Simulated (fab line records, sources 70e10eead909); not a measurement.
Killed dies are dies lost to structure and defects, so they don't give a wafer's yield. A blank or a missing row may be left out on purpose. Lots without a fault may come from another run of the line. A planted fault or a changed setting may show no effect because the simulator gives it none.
Chamber matching | flow nand_harc | NHARC_A_BONDPAD_DESCUM_11 on rie_diel-01: 4 sister chambers
The step chemistry O2, time 3 s. 14 wafers are shown with their chamber, then 7 later ones without.

WAFERS WITH THEIR CHAMBER
wafer  | chamber | showerhead_plenum_p_Torr (Torr) | oes_product_au (a.u.) | throttle_valve_pct (%)
L078.1 | 0       | 1.93                            | 1.006                 | 11.314
L078.2 | 2       | 1.85                            | 0.998                 | 11.304
L078.3 | 1       | 1.88                            | 1.003                 | 11.310
L078.4 | 3       | 1.88                            | 0.992                 | 11.310
L078.5 | 0       | 1.93                            | 1.015                 | 11.315
L078.6 | 3       | 1.88                            | 0.993                 | 11.311
L081.1 | 1       | 1.88                            | 0.999                 | 11.305
L081.2 | 0       | 1.93                            | 1.005                 | 11.300
L081.5 | 2       | 1.85                            | 0.999                 | 11.310
L084.1 | 3       | 1.87                            | 1.001                 | 11.306
L084.4 | 0       | 1.93                            | 1.011                 | 11.308
L084.6 | 2       | 1.85                            | 1.005                 | 11.315
L092.2 | 3       | 1.87                            | 1.000                 | 11.318
L092.3 | 2       | 1.85                            | 0.985                 | 11.323

SIGNATURES (means of the wafers above)
reading                  | chamber 0 | chamber 1 | chamber 2 | chamber 3 | scatter within a chamber
showerhead_plenum_p_Torr | 1.9300    | 1.8800    | 1.8500    | 1.8750    | 0.00316
oes_product_au           | 1.00925   | 1.00100   | 0.99675   | 0.99650   | 0.00592
throttle_valve_pct       | 11.30925  | 11.30750  | 11.31300  | 11.31125  | 0.00651
Rule: a wafer's distance from a chamber is the root of the sum, over the readings, of the square of ((its reading less the chamber's mean) divided by the reading's scatter). The wafer belongs to the nearest chamber; if the next one is less than 2 further off, it can't be placed. The scatter: the root of (the sum of the squares of (reading less its chamber's mean) over the shown wafers, divided by (wafers less chambers)).

WAFERS WITHOUT THEIR CHAMBER
wafer  | showerhead_plenum_p_Torr (Torr) | oes_product_au (a.u.) | throttle_valve_pct (%)
L092.4 | 1.93                            | 1.021                 | 11.298
L093.2 | 1.93                            | 1.022                 | 11.319
L093.4 | 1.87                            | 0.989                 | 11.309
L093.6 | 1.93                            | 1.026                 | 11.307
L095.3 | 1.85                            | 0.993                 | 11.319
L095.4 | 1.87                            | 0.979                 | 11.318
L095.6 | 1.93                            | 1.023                 | 11.330

WHICH CHAMBER EACH WENT THROUGH
wafer  | from the rows above     | in truth
L092.4 | 0                       | 0
L093.2 | 0                       | 0
L093.4 | can't be placed: 3 or 1 | 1
L093.6 | 0                       | 0
L095.3 | 2                       | 2
L095.4 | can't be placed: 3 or 1 | 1
L095.6 | 0                       | 0
Placed correctly: 5 of 7. Can't be placed from these rows: 2 (the true chamber is among the candidates in 2). Placed wrongly: 0.
